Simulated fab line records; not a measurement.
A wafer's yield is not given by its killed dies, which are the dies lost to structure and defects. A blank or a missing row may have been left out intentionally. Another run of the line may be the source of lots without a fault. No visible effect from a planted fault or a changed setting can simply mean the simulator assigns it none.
Lot-split experiment + flow n5-finfet + on a route of 1938 steps: 7 lots, 21 wafers read

## ABOUT THE SPLIT
At N5_BEOL_M0_SAQP_EXPOSE_37 (exposes mask M0 CUT1, target cd 30 nm), the setting dose-mj was moved away from the recipe's 44.75 on 4 of the 21 wafers read, by -5.0% to +3.2%. The other wafers ran this setting at the recipe's value.

## FROM THE SPLIT TO THE READING: what the file shows between them, 4 steps
- N5_BEOL_M0_SAQP_PEB_38: peb time 60 s
- N5_BEOL_M0_SAQP_DEVELOP_39: develop time 30 s
- N5_BEOL_M0_SAQP_DESCUM_45: chemistry O2, time 7 s
- N5_BEOL_M0_SAQP_ETCH_88: etches underlayer in N2/H2, target depth 6.5 nm, time 5.2 s

## THE READING
BEOL_M0_SAQP.cd-nm (the simulator's own value, which no gauge read), in nm, at N5_BEOL_M0_SAQP_ETCH_73 (etches SiARC in CF4, target depth 19.5 nm, time 32.5 s). No usual value for it is given in the file. Here, 17 wafers ran the recipe; their average is 30.0 nm with a standard deviation of 0.17 nm.

| wafer  | tool, chamber at the split | dose-mj as run | against the recipe | BEOL_M0_SAQP.cd-nm, nm | against lot-mates on the recipe |
|--------|----------------------------|----------------|--------------------|------------------------|---------------------------------|
| L078.1 | euv-scanner-01, 0          | 44.75          | recipe             | 30                     | -                               |
| L078.2 | euv-scanner-01, 0          | 44.75          | recipe             | 30                     | -                               |
| L078.6 | euv-scanner-01, 0          | 44.75          | recipe             | 30                     | -                               |
| L079.1 | euv-scanner-02, 0          | 44.75          | recipe             | 29.8                   | -                               |
| L079.3 | euv-scanner-02, 0          | 46.16          | +3.2%              | 30.4                   | +0.5                            |
| L079.5 | euv-scanner-02, 0          | 44.75          | recipe             | 30                     | -                               |
| L080.2 | euv-scanner-01, 0          | 43.29          | -3.3%              | 28.8                   | -1.0                            |
| L080.3 | euv-scanner-01, 0          | 44.75          | recipe             | 29.8                   | -                               |
| L080.4 | euv-scanner-01, 0          | 44.75          | recipe             | 29.8                   | -                               |
| L082.2 | euv-scanner-02, 0          | 44.75          | recipe             | 30.2                   | -                               |
| L082.6 | euv-scanner-02, 0          | 44.75          | recipe             | 30.2                   | -                               |
| L082.5 | euv-scanner-02, 0          | 42.5           | -5.0%              | 29                     | -1.2                            |
| L084.4 | euv-scanner-02, 0          | 44.75          | recipe             | 30                     | -                               |
| L084.5 | euv-scanner-02, 0          | 44.75          | recipe             | 29.8                   | -                               |
| L084.6 | euv-scanner-02, 0          | 44.75          | recipe             | 29.6                   | -                               |
| L093.1 | euv-scanner-01, 0          | 44.75          | recipe             | 30                     | -                               |
| L093.3 | euv-scanner-01, 0          | 44.75          | recipe             | 30.2                   | -                               |
| L093.4 | euv-scanner-01, 0          | 46.1           | +3.0%              | 31                     | +0.9                            |
| L097.1 | euv-scanner-02, 0          | 44.75          | recipe             | 30.2                   | -                               |
| L097.3 | euv-scanner-02, 0          | 44.75          | recipe             | 30                     | -                               |
| L097.6 | euv-scanner-02, 0          | 44.75          | recipe             | 30                     | -                               |

THE FIT
A straight line over all 21 wafers: BEOL_M0_SAQP.cd-nm changes by +0.239 nm for each +1% of dose-mj; r = +0.88; the points scatter about the line by 0.21 nm.
The same after taking each lot's own level away (the mean of its wafers on the recipe; 21 wafers): +0.247 nm for each +1%; r = +0.96; scatter 0.12 nm.
On that fit, the largest move of dose-mj shifts the reading by 1.2 nm.
The lots' own levels span 29.80 to 30.20 nm, that is 2.4 times the standard deviation above.
So the lot-to-lot level changes the slope little: the two slopes agree.
Check: -1.31 nm against its lot-mates is what the line predicts for one of the wafers moved furthest among these (-5.0%) when that wafer is left out of the fit. Against them it came out at -1.2 nm.

## THE WHOLE CHAIN: every reading that the file lists as answering this split, in the file's order
| step                      | what it does                                                | reading                                                             | change (the file's fit)               | r (the file's) |
|---------------------------|-------------------------------------------------------------|---------------------------------------------------------------------|---------------------------------------|----------------|
| N5_BEOL_M0_SAQP_DESCUM_45 | chemistry O2, time 7 s                                      | BEOL_M0_SAQP.cd-nm (the simulator's own value, which no gauge read) | +0.26 nm for each +1% of the setting  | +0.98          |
| N5_BEOL_M0_SAQP_ETCH_88   | etches underlayer in N2/H2, target depth 6.5 nm, time 5.2 s | BEOL_M0_SAQP.cd-nm (the simulator's own value, which no gauge read) | +0.228 nm for each +1% of the setting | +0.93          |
| N5_BEOL_M0_SAQP_ETCH_73   | etches SiARC in CF4, target depth 19.5 nm, time 32.5 s      | BEOL_M0_SAQP.cd-nm (the simulator's own value, which no gauge read) | +0.247 nm for each +1% of the setting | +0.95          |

## THE FILE'S OWN FIT
BEOL_M0_SAQP.cd-nm changes by +0.247 nm for each +1% of dose-mj, r = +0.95.
